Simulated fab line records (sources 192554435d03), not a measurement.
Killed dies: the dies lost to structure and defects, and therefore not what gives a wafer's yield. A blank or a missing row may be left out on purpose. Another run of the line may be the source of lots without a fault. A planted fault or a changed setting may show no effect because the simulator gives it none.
fab line records ; flow n5Finfet ; part 1 of 2: steps 1 to 4 of 6
[record] lots = 23; wafers = 69; lastDay = 18
route steps=1938 shown SDB@364 HKMG_FIN@430
lots that met no fault: taken from a fault-free run of the same line
startH: start of the lot's first displayed wafer, in hours after the record's first day ; waitH: how many hours have passed since the lot's step before this one ; " unchanged from the row above ; L1.1+2: several wafers, shown together as one row ; - no value, or no start was given ; * or withheld: withheld ; < > ~ a bound
route shown NAME@n: a module of which the file shows steps, and the number in the route of the first ; usual: mean/standard deviation taken from wafers without a fault ; same: alike in all rows ; chamber/n: place in a boat ; sites: each site's reading ; _std_site: standard deviation of those values ; _edge_site: inner sites' mean taken away from outer sites' mean ; radiusMm: for every site, how far away it sits from the centre of the wafer ; mask NAME#n: copy n ; behind: tool/chamber where the wafer was last shaped ; hold: why the lot was held/for how many hours/how that ended ; device: names the non-switching transistor (n, p or np) ; end of line: the route-end tests of the same wafers ; where a step has no rows: the recipe by itself ; killed: the dies lost at the first sort to structure and to defects; this is not the yield of the wafer ; map: the dies of a wafer, with x for killed, . for not killed, _ for no die there
set.NAME: the run value of the setting; set.NAME@STEP: its run value at that earlier step ; model.NAME: the simulator's own value behind a step, which no gauge read
steps of the route over a sample of lots; a table a step, a row a wafer
services: from which hour (startH, from the record's first day; less than 0 if before it) a tool's chamber was out of use, for how many hours, and why
[[steps]]
[step N5_SDB_HM_OPEN_20]
[recipe] chemistry = CH3F/O2; target = SiNx; maskMaterial = SOC; targetDepthA = 240; stopOn = poly-Si; overEtchFrac = 0.4; ionEnergyEv = 120; pressureMtorr = 30; sourceW = 395; biasW = 73; Ar_flow_sccm = 150; CH3F_flow_sccm = 30; O2_flow_sccm = 20
[usual] biasW = 73.00/0.21; drypumpMotorCurrentA = 5.6/0.41; oes_ar_750_au = 0.81/0.08; oesProductAu = 0.67/0.066; rfFwdPowerW = 392.7/1.3; rfVppV = 297.5/2.7; showerheadPlenumPTorr = 2.03/0.058; throttleValvePct = 16.3/0.3
lot.wafer;tool;chamber;startH;waitH;biasW;drypumpMotorCurrentA;oes_ar_750_au;oesProductAu;rfFwdPowerW;rfHoursCounterH;rfVppV;showerheadPlenumPTorr;throttleValvePct
L074.2;rieDiel-06;3;64.70;0.0;72.98;6.5;0.75;0.61;393.0;168;301.7;2.08;16.5
L074.3;rieDiel-06;1;64.70;0.0;73.03;5.3;0.80;0.65;392.8;95;294.0;1.93;16.5
L074.4;rieDiel-06;2;64.70;0.0;73.28;5.0;0.86;0.72;393.4;50;294.7;1.96;16.4
L075.1;rieDiel-06;0;71.85;0.0;73.03;5.5;0.75;0.61;394.7;158;295.7;2.00;16.2
L075.2;rieDiel-06;2;71.85;0.0;72.91;5.0;0.85;0.70;392.7;53;296.9;1.96;16.4
L075.3;rieDiel-06;3;71.85;0.0;72.74;6.5;0.75;0.59;392.4;170;301.1;2.08;16.5
L076.1;rieDiel-04;1;77.13;0.0;73.04;5.7;0.70;0.56;392.6;224;299.3;2.06;16.5
L076.2;rieDiel-04;0;77.13;0.0;72.97;5.4;0.88;0.71;394.3;25;298.2;2.12;16.4
L076.5;rieDiel-04;2;77.13;0.0;72.77;5.7;0.93;0.76;392.9;-;297.9;2.05;15.8
L077.3;rieDiel-06;1;82.72;0.0;72.91;5.3;0.80;0.65;394.9;101;293.2;1.93;16.5
L077.4;rieDiel-06;2;82.72;0.0;72.99;5.0;0.85;0.70;390.5;57;294.4;1.96;16.4
L077.6;rieDiel-06;3;82.72;0.0;72.83;6.5;0.74;0.61;391.9;-;302.0;2.08;16.5
L078.4;rieDiel-06;1;89.76;0.0;73.09;5.3;0.79;0.66;392.8;102;293.7;1.93;16.5
L078.5;rieDiel-06;3;89.76;0.0;73.09;6.5;0.74;0.61;390.8;-;300.4;2.08;16.5
L078.6;rieDiel-06;2;89.76;0.0;73.20;5.0;0.85;0.71;390.4;-;296.4;1.96;16.4
L079.2;rieDiel-06;0;95.20;0.0;72.75;5.5;0.76;0.62;392.6;164;293.9;2.00;16.2
L079.3;rieDiel-06;3;95.20;0.0;73.23;6.5;0.74;0.60;395.1;178;301.5;2.08;16.5
L079.6;rieDiel-06;3;95.20;0.0;73.01;6.5;0.74;0.61;393.8;-;300.1;2.08;16.5
L080.1;rieDiel-04;3;102.52;0.0;72.89;5.5;0.96;0.78;394.2;8;297.4;2.04;15.8
L080.3;rieDiel-04;2;102.52;0.0;73.19;5.7;0.91;0.74;393.0;20;298.7;2.04;15.8
L080.4;rieDiel-04;1;102.52;0.0;72.97;5.8;0.69;0.57;391.0;234;298.7;2.06;16.5
L081.1;rieDiel-03;0;109.08;0.0;73.09;5.1;0.92;0.75;391.5;18;294.7;1.96;16.3
L081.2;rieDiel-03;1;109.08;0.0;73.01;5.6;0.71;0.59;392.6;210;300.8;1.99;16.4
L081.6;rieDiel-03;3;109.08;0.0;73.01;5.7;0.69;0.57;391.9;-;302.0;2.06;16.9
L082.2;rieDiel-03;3;117.90;0.0;72.91;5.7;0.69;0.56;391.9;239;299.6;2.05;16.9
L082.4;rieDiel-03;1;117.90;0.0;72.73;5.5;0.71;0.59;392.6;-;299.5;1.99;16.4
L082.5;rieDiel-03;3;117.90;0.0;73.12;5.7;0.69;0.58;391.5;-;299.6;2.05;16.9
L083.3;rieDiel-06;0;121.96;0.0;73.16;5.5;0.74;0.60;393.5;173;294.4;2.00;16.2
L083.4;rieDiel-06;1;121.96;0.0;73.63;5.3;0.78;0.63;392.7;113;294.4;1.93;16.6
L083.5;rieDiel-06;2;121.96;0.0;72.45;5.0;0.84;0.69;391.5;-;298.0;1.95;16.5
L084.1;rieDiel-06;0;126.28;0.0;73.33;5.5;0.74;0.60;394.3;174;294.0;2.00;16.2
L084.5;rieDiel-06;3;126.28;0.0;72.88;6.5;0.73;0.60;392.0;-;301.7;2.07;16.5
L084.6;rieDiel-06;0;126.28;0.0;72.96;5.5;0.74;0.60;391.6;-;293.6;2.00;16.2
L085.2;rieDiel-04;3;133.75;0.0;73.07;5.5;0.93;0.74;392.4;18;296.5;2.04;15.8
L085.4;rieDiel-04;1;133.75;0.0;73.12;5.7;0.69;0.56;390.6;244;297.9;2.06;16.6
L085.5;rieDiel-04;0;133.75;0.0;73.21;5.4;0.84;0.68;394.3;-;298.8;2.12;16.5
L086.2;rieDiel-04;1;138.98;0.0;72.84;5.8;0.68;0.55;394.2;246;298.5;2.06;16.6
L086.3;rieDiel-04;0;138.98;0.0;72.91;5.4;0.84;0.69;393.6;47;296.9;2.12;16.5
L086.6;rieDiel-04;3;138.98;0.0;72.96;5.5;0.93;0.75;395.1;-;295.8;2.04;15.8
L087.2;rieDiel-04;3;144.51;0.0;72.89;5.5;0.92;0.75;393.6;22;297.3;2.04;15.8
L087.3;rieDiel-04;2;144.51;0.0;72.84;5.7;0.88;0.72;393.8;33;297.5;2.04;15.8
L087.5;rieDiel-04;0;144.51;0.0;72.86;5.4;0.84;0.70;392.4;-;297.7;2.11;16.5
L088.1;rieDiel-03;0;149.59;0.0;72.97;5.1;0.89;0.72;391.4;27;292.6;1.96;16.3
L088.4;rieDiel-03;2;149.59;0.0;72.96;5.6;0.91;0.76;390.6;-;304.2;2.14;15.9
L088.5;rieDiel-03;0;149.59;0.0;72.94;5.1;0.90;0.73;392.2;-;293.3;1.96;16.3
L090.2;rieDiel-04;2;160.97;0.0;72.63;5.6;0.88;0.69;393.9;40;297.7;2.04;15.8
L090.3;rieDiel-04;3;160.97;0.0;73.52;5.5;0.92;0.72;394.1;28;295.8;2.04;15.8
L090.5;rieDiel-04;0;160.97;0.0;73.06;5.4;0.83;0.68;393.3;-;298.0;2.11;16.5
L091.1;rieDiel-04;0;167.76;0.0;72.77;5.4;0.82;0.67;392.8;59;297.0;2.11;16.5
L091.4;rieDiel-04;0;167.76;0.0;73.11;5.4;0.82;0.69;392.2;-;297.8;2.11;16.5
L091.5;rieDiel-04;2;167.76;0.0;72.84;5.7;0.87;0.69;394.7;-;297.9;2.04;15.8
L092.1;rieDiel-04;0;173.52;0.0;73.02;5.4;0.82;0.66;394.9;61;298.1;2.11;16.5
L092.2;rieDiel-04;1;173.52;0.0;73.19;5.7;0.97;0.79;394.4;3;296.3;2.05;16.1
L092.3;rieDiel-04;3;173.52;0.0;73.19;5.5;0.90;0.73;392.1;33;295.7;2.04;15.8
L093.3;rieDiel-06;3;180.80;0.0;73.06;6.5;0.72;0.59;391.9;209;300.7;2.06;16.5
L093.5;rieDiel-06;3;180.80;0.0;72.80;6.5;0.72;0.59;392.9;-;300.8;2.06;16.5
L093.6;rieDiel-06;0;180.80;0.0;72.96;5.5;0.73;0.61;393.6;-;295.2;1.99;16.2
L094.1;rieDiel-04;2;185.15;0.0;72.96;5.7;0.86;0.70;393.7;48;297.2;2.04;15.9
L094.4;rieDiel-04;1;185.15;0.0;72.67;5.7;0.95;0.79;392.0;6;296.7;2.05;16.1
L094.5;rieDiel-04;0;185.15;0.0;72.95;5.4;0.81;0.69;392.5;-;297.2;2.11;16.5
L095.2;rieDiel-04;2;196.53;0.0;73.21;5.7;0.85;0.70;394.6;53;298.5;2.03;15.9
L095.4;rieDiel-04;1;196.53;0.0;72.96;5.8;0.95;0.78;392.1;8;297.6;2.05;16.1
L095.6;rieDiel-04;0;196.53;0.0;72.52;5.4;0.81;0.67;393.5;-;297.6;2.11;16.5
L096.1;rieDiel-04;2;203.29;0.0;73.06;5.7;0.85;0.69;394.9;56;296.9;2.03;15.9
L096.2;rieDiel-04;1;203.29;0.0;72.80;5.7;0.94;0.76;392.2;11;296.9;2.05;16.1
L096.4;rieDiel-04;3;203.29;0.0;72.94;5.5;0.88;0.72;391.3;44;297.4;2.03;15.8
L097.2;rieDiel-06;1;209.61;0.0;72.65;5.3;0.76;0.61;396.2;144;295.5;1.92;16.6
L097.4;rieDiel-06;3;209.61;0.0;73.14;6.5;0.71;0.59;392.7;218;301.3;2.06;16.5
L097.5;rieDiel-06;3;209.61;0.0;72.70;6.5;0.71;0.59;392.1;-;300.1;2.06;16.5
[step N5_SDB_STRIP_22]
[recipe] chemistry = N2/H2; powerW = 1000; tempC = 250; h2Frac = 0.65; overashFraction = 0.3; pressureMtorr = withheld; n2FlowSccm = 1750; h2FlowSccm = 3250
[usual] drypumpMotorCurrentA = 5.9/0.61; heaterPowerW = 340/26; oesProductAu = 0.715/0.0049; stripTimeToEndpointS = 96.2/0.4
lot.wafer;tool;chamber;startH;waitH;drypumpMotorCurrentA;heaterPowerW;oesProductAu;rfHoursCounterH;stripTimeToEndpointS
L074.2;plasmaAsher-01;1;64.78;0.1;6.6;336;0.711;88;96.1
L074.3;plasmaAsher-01;0;64.78;0.1;6.1;321;0.710;-;95.6
L074.4;plasmaAsher-01;1;64.78;0.1;6.6;331;0.720;-;96.1
L075.1;plasmaAsher-02;0;71.94;0.1;5.7;329;0.717;34;96.4
L075.2;plasmaAsher-02;1;71.94;0.1;4.9;402;0.713;34;96.1
L075.3;plasmaAsher-02;1;71.94;0.1;4.9;389;0.715;-;96.6
L076.1;plasmaAsher-02;0;77.21;0.1;5.8;331;0.718;35;96.9
L076.2;plasmaAsher-02;1;77.21;0.1;4.9;391;0.709;35;96.4
L076.5;plasmaAsher-02;0;77.21;0.1;5.7;312;0.716;-;96.2
L077.3;plasmaAsher-02;1;82.84;0.1;4.9;390;0.711;-;96.0
L077.4;plasmaAsher-02;0;82.84;0.1;5.8;321;0.712;-;95.9
L077.6;plasmaAsher-02;1;82.84;0.1;4.9;384;0.706;-;96.2
L078.4;plasmaAsher-01;0;89.88;0.1;6.1;322;0.720;-;95.7
L078.5;plasmaAsher-01;1;89.88;0.1;6.6;324;0.711;-;96.1
L078.6;plasmaAsher-01;0;89.88;0.1;6.1;322;0.710;-;95.7
L079.2;plasmaAsher-01;1;95.28;0.1;6.6;335;0.711;95;96.0
L079.3;plasmaAsher-01;0;95.28;0.1;6.1;334;0.714;-;96.1
L079.6;plasmaAsher-01;1;95.28;0.1;6.6;339;0.716;-;96.1
L080.1;plasmaAsher-02;0;102.60;0.1;5.8;318;0.708;40;95.5
L080.3;plasmaAsher-02;1;102.60;0.1;4.9;385;0.717;-;96.1
L080.4;plasmaAsher-02;0;102.60;0.1;5.8;328;0.709;-;96.8
L081.1;plasmaAsher-01;1;109.16;0.1;6.6;333;0.713;98;96.1
L081.2;plasmaAsher-01;0;109.16;0.1;6.1;324;0.722;98;96.4
L081.6;plasmaAsher-01;1;109.16;0.1;6.6;340;0.710;-;96.4
L082.2;plasmaAsher-01;0;118.01;0.1;6.1;328;0.715;101;96.5
L082.4;plasmaAsher-01;1;118.01;0.1;6.6;327;0.713;-;96.8
L082.5;plasmaAsher-01;0;118.01;0.1;6.1;323;0.710;-;96.4
L083.3;plasmaAsher-02;1;122.09;0.1;4.9;389;0.708;-;97.1
L083.4;plasmaAsher-02;0;122.09;0.1;5.7;325;0.711;-;96.8
L083.5;plasmaAsher-02;1;122.09;0.1;4.9;396;0.711;-;96.9
L084.1;plasmaAsher-02;1;126.36;0.1;4.9;388;0.717;41;96.8
L084.5;plasmaAsher-02;1;126.36;0.1;4.9;381;0.710;-;96.7
L084.6;plasmaAsher-02;0;126.36;0.1;5.7;329;0.722;-;96.6
L085.2;plasmaAsher-01;1;133.83;0.1;6.6;333;0.718;105;95.7
L085.4;plasmaAsher-01;0;133.83;0.1;6.1;316;0.714;-;96.6
L085.5;plasmaAsher-01;1;133.83;0.1;6.6;334;0.719;-;96.2
L086.2;plasmaAsher-02;0;139.06;0.1;5.7;325;0.706;45;96.6
L086.3;plasmaAsher-02;1;139.06;0.1;4.9;391;0.709;-;95.8
L086.6;plasmaAsher-02;0;139.06;0.1;5.7;318;0.722;-;95.7
L087.2;plasmaAsher-02;0;144.76;0.2;5.7;331;0.719;47;96.2
L087.3;plasmaAsher-02;0;144.76;0.2;5.7;325;0.713;-;96.4
L087.5;plasmaAsher-02;1;144.76;0.2;4.9;392;0.707;-;95.7
L088.1;plasmaAsher-02;0;149.67;0.1;5.7;326;0.717;49;96.9
L088.4;plasmaAsher-02;1;149.67;0.1;4.9;381;0.714;-;97.1
L088.5;plasmaAsher-02;0;149.67;0.1;5.7;327;0.704;-;96.9
L090.2;plasmaAsher-02;1;161.13;0.1;4.9;385;0.719;54;96.2
L090.3;plasmaAsher-02;1;161.13;0.1;4.9;382;0.719;-;96.0
L090.5;plasmaAsher-02;0;161.13;0.1;5.7;322;0.722;-;96.0
L091.1;plasmaAsher-01;1;167.86;0.1;6.7;337;0.713;106;95.6
L091.4;plasmaAsher-01;1;167.86;0.1;6.6;332;0.711;-;95.7
L091.5;plasmaAsher-01;0;167.86;0.1;6.1;322;0.714;-;96.1
L092.1;plasmaAsher-01;1;173.61;0.1;6.6;334;0.712;107;96.6
L092.2;plasmaAsher-01;0;173.61;0.1;6.1;329;0.706;107;96.1
L092.3;plasmaAsher-01;0;173.61;0.1;6.1;321;0.718;-;96.5
L093.3;plasmaAsher-01;0;180.92;0.1;6.1;327;0.717;-;96.7
L093.5;plasmaAsher-01;0;180.92;0.1;6.1;325;0.713;-;96.8
L093.6;plasmaAsher-01;1;180.92;0.1;6.7;339;0.711;-;96.5
L094.1;plasmaAsher-01;0;185.46;0.3;6.1;323;0.719;110;96.0
L094.4;plasmaAsher-01;0;185.46;0.3;6.1;327;0.716;-;95.9
L094.5;plasmaAsher-01;0;185.46;0.3;6.1;315;0.710;-;96.1
L095.2;plasmaAsher-01;0;196.75;0.2;6.1;321;0.723;114;95.7
L095.4;plasmaAsher-01;1;196.75;0.2;6.6;331;0.717;-;96.1
L095.6;plasmaAsher-01;1;196.75;0.2;6.6;334;0.718;-;96.0
L096.1;plasmaAsher-01;0;203.37;0.1;6.1;334;0.718;116;95.9
L096.2;plasmaAsher-01;1;203.37;0.1;6.6;327;0.714;116;95.5
L096.4;plasmaAsher-01;1;203.37;0.1;6.6;331;0.725;-;95.6
L097.2;plasmaAsher-01;1;209.69;0.1;6.6;327;0.709;118;95.9
L097.4;plasmaAsher-01;0;209.69;0.1;6.1;314;0.718;-;96.4
L097.5;plasmaAsher-01;1;209.69;0.1;6.6;331;0.715;-;96.5
[step N5_SDB_ALD_29]
[recipe] material = SiNx; targetThkA = 300; tempC = 400; aldPrecursorFamily = SiH2I2; aldCoReactant = N2/H2-plasma; pulseTimeS = 1; aldCycles = 600; purgeTimeS = 2; coReactantPurgeTimeS = 2; pressureTorr = 2
[usual] heaterPowerW = 837/68; precursorPulseHeightRel = 0.999/0.019
[same] coReactantPurgeTimeS = 2
lot.wafer;tool;chamber;startH;waitH;heaterPowerW;precursorPulseHeightRel
L074.2;aldSin-04;3;65.41;0.2;887;0.987
L074.3;aldSin-04;0;65.41;0.2;720;1.011
L074.4;aldSin-04;2;65.41;0.2;903;0.991
L075.1;aldSin-02;2;72.62;0.0;922;0.986
L075.2;aldSin-02;3;72.62;0.0;845;0.997
L075.3;aldSin-02;0;72.62;0.0;840;0.997
L076.1;aldSin-04;3;77.70;0.0;873;0.994
L076.2;aldSin-04;1;77.70;0.0;830;0.990
L076.5;aldSin-04;2;79.05;1.4;902;1.036
L077.3;aldSin-01;2;83.47;0.0;813;0.986
L077.4;aldSin-01;1;83.47;0.0;745;1.018
L077.6;aldSin-01;2;84.82;1.4;847;0.990
L078.4;aldSin-02;1;90.33;0.0;845;0.991
L078.5;aldSin-02;2;91.69;1.4;925;1.005
L078.6;aldSin-02;3;91.69;1.4;889;1.007
L079.2;aldSin-04;0;96.37;0.6;714;1.006
L079.3;aldSin-04;2;96.37;0.6;905;1.047
L079.6;aldSin-04;1;97.72;2.0;813;1.027
L080.1;aldSin-04;1;103.20;0.1;825;0.990
L080.3;aldSin-04;0;103.20;0.1;711;0.994
L080.4;aldSin-04;3;103.20;0.1;873;1.004
L081.1;aldSin-02;3;109.73;0.1;876;0.980
L081.2;aldSin-02;0;109.73;0.1;814;1.020
L081.6;aldSin-02;0;111.08;1.5;853;0.989
L082.2;aldSin-02;2;118.58;0.0;905;0.983
L082.4;aldSin-02;0;118.58;0.0;850;1.015
L082.5;aldSin-02;1;119.93;1.4;863;1.035
L083.3;aldSin-02;1;122.53;0.0;827;0.978
L083.4;aldSin-02;2;123.89;1.4;913;1.008
L083.5;aldSin-02;3;123.89;1.4;863;1.007
L084.1;aldSin-04;2;126.85;0.0;882;0.985
L084.5;aldSin-04;0;128.20;1.4;712;1.009
L084.6;aldSin-04;1;128.20;1.4;856;0.998
L085.2;aldSin-01;0;134.34;0.0;899;0.987
L085.4;aldSin-01;3;134.34;0.0;695;0.984
L085.5;aldSin-01;3;135.70;1.4;694;1.008
L086.2;aldSin-01;1;139.54;0.0;715;1.026
L086.3;aldSin-01;2;139.54;0.0;842;0.988
L086.6;aldSin-01;3;140.90;1.4;693;0.983
L087.2;aldSin-02;3;145.72;0.0;868;0.983
L087.3;aldSin-02;0;145.72;0.0;850;0.998
L087.5;aldSin-02;3;147.08;1.4;853;1.029
L088.1;aldSin-02;2;150.16;0.0;916;1.020
L088.4;aldSin-02;1;150.16;0.0;856;1.040
L088.5;aldSin-02;1;151.51;1.4;849;1.012
L090.2;aldSin-01;1;161.62;0.0;743;0.959
L090.3;aldSin-01;3;161.62;0.0;692;0.982
L090.5;aldSin-01;1;162.97;1.4;705;1.006
L091.1;aldSin-04;2;168.49;0.2;907;1.005
L091.4;aldSin-04;1;168.49;0.2;828;1.000
L091.5;aldSin-04;3;169.84;1.5;876;0.975
L092.1;aldSin-04;1;174.09;0.0;843;1.042
L092.2;aldSin-04;2;174.09;0.0;921;0.998
L092.3;aldSin-04;3;174.09;0.0;890;0.966
L093.3;aldSin-02;1;181.37;0.0;852;1.020
L093.5;aldSin-02;2;182.72;1.4;920;1.029
L093.6;aldSin-02;1;182.72;1.4;851;0.995
L094.1;aldSin-02;0;186.47;0.2;864;0.997
L094.4;aldSin-02;1;186.47;0.2;817;1.015
L094.5;aldSin-02;3;187.83;1.6;866;0.995
L095.2;aldSin-04;1;197.29;0.0;790;1.002
L095.4;aldSin-04;3;197.29;0.0;862;0.997
L095.6;aldSin-04;3;198.64;1.4;844;1.030
L096.1;aldSin-02;3;204.20;0.4;873;1.016
L096.2;aldSin-02;0;204.20;0.4;852;1.003
L096.4;aldSin-02;1;204.20;0.4;812;1.017
L097.2;aldSin-02;0;210.18;0.0;877;0.963
L097.4;aldSin-02;2;210.18;0.0;905;1.017
L097.5;aldSin-02;3;211.53;1.4;886;0.993
[step N5_HKMG_FIN_CD_MEAS_12]
[recipe] targetCdNm = 92.8; landingEnergyEv = 500; detector = seInlens
[usual] cdNm = 92.7/0.51
lot.wafer;tool;chamber;startH;waitH;cdNm
L074.2;cdSem-01;0;73.59;-;94.1
L074.3;cdSem-01;0;73.59;-;92.3
L074.4;cdSem-01;0;73.59;-;92.8
L075.1;cdSem-01;0;80.54;-;92.8
L075.2;cdSem-01;0;80.54;-;92.7
L075.3;cdSem-01;0;80.54;-;92.6
L076.1;cdSem-01;0;85.53;-;92.5
L076.2;cdSem-01;0;85.53;-;92.7
L076.5;cdSem-01;0;85.53;-;92.2
L077.3;cdSem-03;0;91.36;-;93.1
L077.4;cdSem-03;0;91.36;-;92.8
L077.6;cdSem-03;0;91.36;-;92.4
L078.4;cdSem-02;0;98.55;-;93.1
L078.5;cdSem-02;0;98.55;-;93.0
L078.6;cdSem-02;0;98.55;-;92.7
L079.2;cdSem-01;0;104.89;-;92.0
L079.3;cdSem-01;0;104.89;-;92.5
L079.6;cdSem-01;0;104.89;-;92.6
L080.1;cdSem-02;0;111.68;-;92.6
L080.3;cdSem-02;0;111.68;-;92.4
L080.4;cdSem-02;0;111.68;-;91.7
L081.1;cdSem-03;0;118.54;-;93.1
L081.2;cdSem-03;0;118.54;-;93.2
L081.6;cdSem-03;0;118.54;-;93.0
L082.2;cdSem-03;0;126.89;-;92.3
L082.4;cdSem-03;0;126.89;-;93.7
L082.5;cdSem-03;0;126.89;-;93.1
L083.3;cdSem-02;0;131.32;-;92.2
L083.4;cdSem-02;0;131.32;-;92.3
L083.5;cdSem-02;0;131.32;-;92.9
L084.1;cdSem-03;0;134.95;-;93.2
L084.5;cdSem-03;0;134.95;-;92.9
L084.6;cdSem-03;0;134.95;-;92.7
L085.2;cdSem-03;0;142.57;-;92.2
L085.4;cdSem-03;0;142.57;-;93.1
L085.5;cdSem-03;0;142.57;-;92.1
L086.2;cdSem-01;0;148.05;-;93.7
L086.3;cdSem-01;0;148.05;-;93.4
L086.6;cdSem-01;0;148.05;-;93.9
L087.2;cdSem-02;0;154.10;-;92.2
L087.3;cdSem-02;0;154.10;-;92.8
L087.5;cdSem-02;0;154.10;-;91.5
L088.1;cdSem-01;0;157.91;-;92.9
L088.4;cdSem-01;0;157.91;-;92.7
L088.5;cdSem-01;0;157.91;-;93.0
L090.2;cdSem-01;0;169.92;-;92.2
L090.3;cdSem-01;0;169.92;-;91.7
L090.5;cdSem-01;0;169.92;-;92.7
L091.1;cdSem-01;0;176.52;-;92.3
L091.4;cdSem-01;0;176.52;-;92.8
L091.5;cdSem-01;0;176.52;-;93.1
L092.1;cdSem-01;0;182.03;-;92.7
L092.2;cdSem-01;0;182.03;-;91.9
L092.3;cdSem-01;0;182.03;-;91.8
L093.3;cdSem-03;0;190.07;-;92.9
L093.5;cdSem-03;0;190.07;-;92.8
L093.6;cdSem-03;0;190.07;-;92.7
L094.1;cdSem-03;0;194.70;-;93.3
L094.4;cdSem-03;0;194.70;-;93.4
L094.5;cdSem-03;0;194.70;-;92.4
L095.2;cdSem-01;0;205.32;-;92.1
L095.4;cdSem-01;0;205.32;-;93.9
L095.6;cdSem-01;0;205.32;-;92.6
L096.1;cdSem-01;0;212.21;-;92.7
L096.2;cdSem-01;0;212.21;-;92.5
L096.4;cdSem-01;0;212.21;-;92.7
L097.2;cdSem-03;0;218.51;-;92.4
L097.4;cdSem-03;0;218.51;-;92.8
L097.5;cdSem-03;0;218.51;-;92.4
